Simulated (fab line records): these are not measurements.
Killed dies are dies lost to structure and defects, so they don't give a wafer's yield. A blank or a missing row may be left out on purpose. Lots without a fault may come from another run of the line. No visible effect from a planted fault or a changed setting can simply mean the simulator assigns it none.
Which tool did it? + flow n5-finfet + 10 lots, 30 wafers sampled, at 6 steps of a route of 1938

## WHAT EACH GAUGE READ, for each wafer
N5_SD_ACTIVATION_RS_MEAS_03: measures by four-point-probe.
| lot  | measured    | on            | RS_SD_N (ohm/sq) | RS_SD_P (ohm/sq) |
|------|-------------|---------------|------------------|------------------|
| L648 | day 4 00:32 | film-metro-01 | 21.7 21.2 21.9   | 57.0 57.7 57.0   |
| L651 | day 4 14:49 | film-metro-01 | 21.8 21.8 22.2   | 54.9 54.1 54.4   |
| L652 | day 4 18:12 | film-metro-02 | 22.3 22.0 22.2   | 57.2 57.6 56.3   |
| L653 | day 5 03:38 | film-metro-01 | 22.3 22.1 22.6   | 55.6 55.5 55.5   |
| L654 | day 5 07:51 | film-metro-02 | 21.5 21.7 21.9   | 56.2 55.5 55.3   |
| L660 | day 6 22:53 | film-metro-02 | 25.5 25.5 25.6   | 57.1 58.1 57.2   |
| L662 | day 7 04:38 | film-metro-01 | 21.4 21.5 21.5   | 56.2 55.9 56.4   |
| L664 | day 7 16:28 | film-metro-01 | 26.0 25.4 25.5   | 56.0 56.6 56.5   |
| L667 | day 8 13:51 | film-metro-01 | 21.7 22.1 21.5   | 55.5 55.7 56.3   |
| L670 | day 9 13:42 | film-metro-01 | 21.3 21.7 21.6   | 57.0 56.8 56.6   |

N5_ILD0_THK_MEAS_04.
| lot  | measured    | on            | thk-nm (nm)       |
|------|-------------|---------------|-------------------|
| L648 | day 4 03:34 | film-metro-01 | 198.8 199.0 197.0 |
| L651 | day 4 17:56 | film-metro-01 | 197.6 197.7 197.9 |
| L652 | day 4 21:20 | film-metro-01 | 196.2 196.4 198.0 |
| L653 | day 5 07:32 | film-metro-02 | 198.4 196.6 197.0 |
| L654 | day 5 11:14 | film-metro-02 | 196.2 194.8 196.4 |
| L660 | day 7 01:55 | film-metro-01 | 198.3 195.8 196.6 |
| L662 | day 7 08:13 | film-metro-01 | 195.4 195.8 195.7 |
| L664 | day 7 19:26 | film-metro-01 | 196.2 195.1 198.2 |
| L667 | day 8 16:53 | film-metro-02 | 195.7 195.9 195.7 |
| L670 | day 9 16:59 | film-metro-02 | 197.9 198.6 196.4 |

N5_ILD0_INSPECT_06: inspects for defects (darkfield).
| lot  | measured    | on                | raw-defect-count |
|------|-------------|-------------------|------------------|
| L648 | day 4 07:08 | defect-inspect-01 | 53 79 33         |
| L651 | day 4 21:50 | defect-inspect-01 | 64 32 44         |
| L652 | day 5 01:28 | defect-inspect-02 | 25 36 28         |
| L653 | day 5 11:08 | defect-inspect-02 | 33 40 22         |
| L654 | day 5 14:48 | defect-inspect-01 | 120 64 110       |
| L660 | day 7 05:28 | defect-inspect-02 | 35 25 26         |
| L662 | day 7 11:47 | defect-inspect-02 | 30 27 37         |
| L664 | day 7 23:01 | defect-inspect-02 | 46 39 22         |
| L667 | day 8 20:27 | defect-inspect-02 | 54 57 53         |
| L670 | day 9 20:50 | defect-inspect-02 | 48 35 60         |

N5_BEOL_M4_RC_MEAS_101.
| lot  | measured     | on        | DIBL_N (mV/V)  | DIBL_P (mV/V)  | IOFF_N (nA/um)    | IOFF_P (nA/um) | ION_N (uA/um) | ION_P (uA/um) | RC_DENSE_N (ohm.um) | RC_N (ohm.um)     | REXT_N (ohm.um) | RS_SD_N (ohm/sq) | SS_N (mV/dec)  | SS_P (mV/dec)  | VT_N (mV)         | VT_P (mV)      |
|------|--------------|-----------|----------------|----------------|-------------------|----------------|---------------|---------------|---------------------|-------------------|-----------------|------------------|----------------|----------------|-------------------|----------------|
| L648 | day 9 09:17  | prober-02 | 38.2 37.8 36.8 | 36.8 37.5 36.2 | 0.170 0.172 0.154 | 0.20 0.20 0.18 | 676 682 681   | 451 458 465   | 19.4 19.1 19.4      | 15.82 15.55 15.88 | 75.6 75.7 76.1  | 28.2 27.6 28.2   | 71.7 71.7 70.8 | 73.0 73.5 73.3 | 246.3 248.8 248.1 | -252 -254 -254 |
| L651 | day 9 19:14  | prober-02 | 33.3 36.0 34.6 | 32.9 35.6 34.2 | 0.124 0.170 0.146 | 0.22 0.28 0.25 | 664 676 681   | 472 475 480   | 19.1 18.7 19.5      | 15.57 15.35 15.71 | 76.6 77.4 77.1  | 28.0 28.5 28.5   | 70.8 71.4 71.1 | 73.2 73.1 72.8 | 252.9 246.2 250.2 | -244 -242 -241 |
| L652 | day 10 23:01 | prober-02 | 35.3 34.5 35.5 | 36.6 35.5 35.6 | 0.152 0.133 0.142 | 0.21 0.19 0.20 | 668 664 662   | 458 456 455   | 19.0 18.9 18.5      | 15.68 15.18 14.94 | 72.8 72.7 73.0  | 28.6 28.4 28.6   | 71.9 71.6 71.7 | 73.1 72.4 72.9 | 249.3 250.4 252.5 | -251 -252 -251 |
| L653 | day 10 05:55 | prober-01 | 36.3 37.9 36.1 | 36.4 38.5 35.9 | 0.141 0.176 0.143 | 0.20 0.24 0.20 | 665 677 666   | 460 463 458   | 19.1 19.2 19.2      | 15.68 15.89 15.77 | 78.3 77.6 77.6  | 29.1 28.5 29.2   | 71.5 72.1 71.1 | 73.5 74.1 73.4 | 251.3 246.2 252.1 | -251 -249 -250 |
| L654 | day 10 12:02 | prober-02 | 36.0 36.1 34.7 | 36.1 36.0 34.3 | 0.164 0.164 0.138 | 0.26 0.26 0.24 | 671 669 676   | 467 468 472   | 18.5 18.7 18.7      | 15.17 15.27 15.30 | 73.9 74.0 74.3  | 28.2 28.2 28.4   | 71.0 71.2 70.9 | 73.4 74.3 73.3 | 248.0 248.1 251.7 | -244 -245 -248 |
| L660 | day 11 20:16 | prober-01 | 34.4 34.9 32.4 | 35.6 35.7 31.8 | 0.138 0.136 0.100 | 0.17 0.16 0.12 | 668 665 641   | 457 448 438   | 22.0 22.3 22.4      | 18.00 18.27 18.31 | 83.2 82.1 82.3  | 31.9 32.1 32.7   | 71.5 71.3 70.5 | 73.4 73.7 72.3 | 252.8 254.2 258.6 | -256 -257 -259 |
| L662 | day 12 11:34 | prober-01 | 36.9 37.6 37.7 | 36.0 36.3 35.9 | 0.148 0.162 0.162 | 0.18 0.19 0.19 | 666 672 672   | 446 455 452   | 19.0 19.0 18.5      | 15.46 15.35 15.05 | 76.3 76.2 76.1  | 27.4 27.8 27.9   | 71.9 71.6 71.9 | 73.8 73.4 73.0 | 250.2 248.8 248.8 | -253 -254 -251 |
| L664 | day 12 17:49 | prober-01 | 34.2 33.9 36.3 | 34.6 34.4 35.7 | 0.136 0.134 0.168 | 0.18 0.19 0.20 | 673 673 661   | 467 461 458   | 22.0 21.8 22.6      | 17.82 18.03 18.55 | 81.7 81.7 81.3  | 32.0 31.6 31.9   | 71.0 70.3 70.5 | 72.9 73.2 73.6 | 249.5 250.3 246.7 | -251 -250 -249 |
| L667 | day 14 16:38 | prober-02 | 37.8 37.4 38.6 | 38.2 37.7 39.7 | 0.167 0.154 0.186 | 0.22 0.21 0.24 | 665 661 679   | 453 459 463   | 18.6 19.1 19.1      | 15.20 15.66 15.61 | 75.8 76.9 76.3  | 28.2 28.7 27.9   | 71.4 71.3 71.7 | 73.6 73.1 73.4 | 249.4 250.7 250.4 | -250 -251 -251 |
| L670 | day 15 04:57 | prober-02 | 35.5 36.7 36.2 | 36.3 37.0 36.6 | 0.127 0.152 0.140 | 0.17 0.19 0.18 | 664 668 669   | 461 453 455   | 19.5 19.6 19.3      | 15.91 15.92 15.70 | 77.5 76.2 75.5  | 27.9 28.0 28.0   | 71.0 71.5 71.4 | 72.8 72.7 73.2 | 254.9 252.0 257.7 | -257 -251 -257 |

## TOOL THAT RAN EACH LOT (tool first, then ch and the chambers of the sampled wafers, then the start)
| lot  | N5_SD_ACTIVATION_RTA_00         | N5_SD_ACTIVATION_LSA_01           |
|------|---------------------------------|-----------------------------------|
| L648 | rtp-anneal-02 ch 0, day 4 00:08 | laser-anneal-01 ch 0, day 4 00:20 |
| L651 | rtp-anneal-02 ch 0, day 4 14:25 | laser-anneal-02 ch 0, day 4 14:37 |
| L652 | rtp-anneal-02 ch 0, day 4 17:49 | laser-anneal-01 ch 0, day 4 18:01 |
| L653 | rtp-anneal-02 ch 0, day 5 03:14 | laser-anneal-02 ch 0, day 5 03:26 |
| L654 | rtp-anneal-02 ch 0, day 5 07:27 | laser-anneal-01 ch 0, day 5 07:39 |
| L660 | rtp-anneal-01 ch 0, day 6 22:29 | laser-anneal-01 ch 0, day 6 22:41 |
| L662 | rtp-anneal-01 ch 0, day 7 04:13 | laser-anneal-02 ch 0, day 7 04:25 |
| L664 | rtp-anneal-01 ch 0, day 7 16:05 | laser-anneal-01 ch 0, day 7 16:17 |
| L667 | rtp-anneal-02 ch 0, day 8 13:26 | laser-anneal-02 ch 0, day 8 13:40 |
| L670 | rtp-anneal-01 ch 0, day 9 13:19 | laser-anneal-02 ch 0, day 9 13:31 |
- N5_SD_ACTIVATION_RTA_00: time 0 s.
- N5_SD_ACTIVATION_LSA_01: time 0.0008 s.

## AS READ BY THE TOOLS THEMSELVES (means over the sampled wafers that have a number; for cases with no such wafer, the mark the record gives instead)
N5_SD_ACTIVATION_RTA_00.
| lot  | tool          | lamp-power-pct (%) | wafer_temp_C_max |
|------|---------------|--------------------|------------------|
| L648 | rtp-anneal-02 | 8.95               | 977.0            |
| L651 | rtp-anneal-02 | 8.89               | 975.5            |
| L652 | rtp-anneal-02 | 8.98               | 974.5            |
| L653 | rtp-anneal-02 | 8.91               | 974.3            |
| L654 | rtp-anneal-02 | 8.91               | 975.2            |
| L660 | rtp-anneal-01 | 8.95               | 974.9            |
| L662 | rtp-anneal-01 | 8.94               | 974.6            |
| L664 | rtp-anneal-01 | 8.96               | 975.6            |
| L667 | rtp-anneal-02 | 8.97               | 976.7            |
| L670 | rtp-anneal-01 | 8.89               | 975.2            |

N5_SD_ACTIVATION_LSA_01.
| lot  | tool            | wafer_temp_C_max |
|------|-----------------|------------------|
| L648 | laser-anneal-01 | 1083.2           |
| L651 | laser-anneal-02 | 1084.0           |
| L652 | laser-anneal-01 | 1082.9           |
| L653 | laser-anneal-02 | 1084.0           |
| L654 | laser-anneal-01 | 1083.5           |
| L660 | laser-anneal-01 | 1045.8           |
| L662 | laser-anneal-02 | 1084.0           |
| L664 | laser-anneal-01 | 1046.1           |
| L667 | laser-anneal-02 | 1083.5           |
| L670 | laser-anneal-02 | 1083.0           |

## THE ANSWER, worked out from the rows above alone
Rule: the lots themselves supply what counts as usual. The widest of any qualifying gaps counts: lots, ordered by their means at a reading, are off when they make up no more than a third of the lots, leave a main group of 4 or more, and stand apart from it by 3 or more times the standard deviation of that group's means. Not used: any main group whose means are identical at the precision the tables above print for the reading. A lot without any number at a reading at which 4 lots or more have one is off too. The other lots that the step has rows for count as sound. The gauges are gone through in route order, then the tools' own readings, and for those a lot's mean is taken as printed above. At the first step where some lot is off, the reading lying furthest off is the one used; lots without a number count as furthest.
Off: L660, L664, at N5_SD_ACTIVATION_RS_MEAS_03 (RS_SD_N). For the main group the mean is 21.8 ohm/sq and the standard deviation 0.29.
A tool fits if, at a process step before that reading, it ran every lot that is off, and no sound lot after the first of them. Not tried: the gauges at N5_SD_ACTIVATION_RS_MEAS_03; whatever is off there is also off at N5_BEOL_M4_RC_MEAS_101, on other tools, and gauge error can't account for it. One fits: N5_SD_ACTIVATION_LSA_01 on laser-anneal-01. A fault onset in the window from L654 (day 5 07:39, its last sound lot) to L660 (day 6 22:41, its first lot off) fits.
On the lots that are off, the tool's own readings at N5_SD_ACTIVATION_LSA_01 differ by more than 5 times the standard deviation of the sound lots' means, which bears it out; wafer_temp_C_max reads 1045.9 there versus 1083.5 on the sound lots.

## WHAT HAD BEEN PUT IN BY THE SIMULATOR
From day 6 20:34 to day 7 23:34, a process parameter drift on laser-anneal-01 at N5_SD_ACTIVATION_LSA_01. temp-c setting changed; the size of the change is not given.
Struck lots among those shown: L660, L664. The rule above reached the same finding.
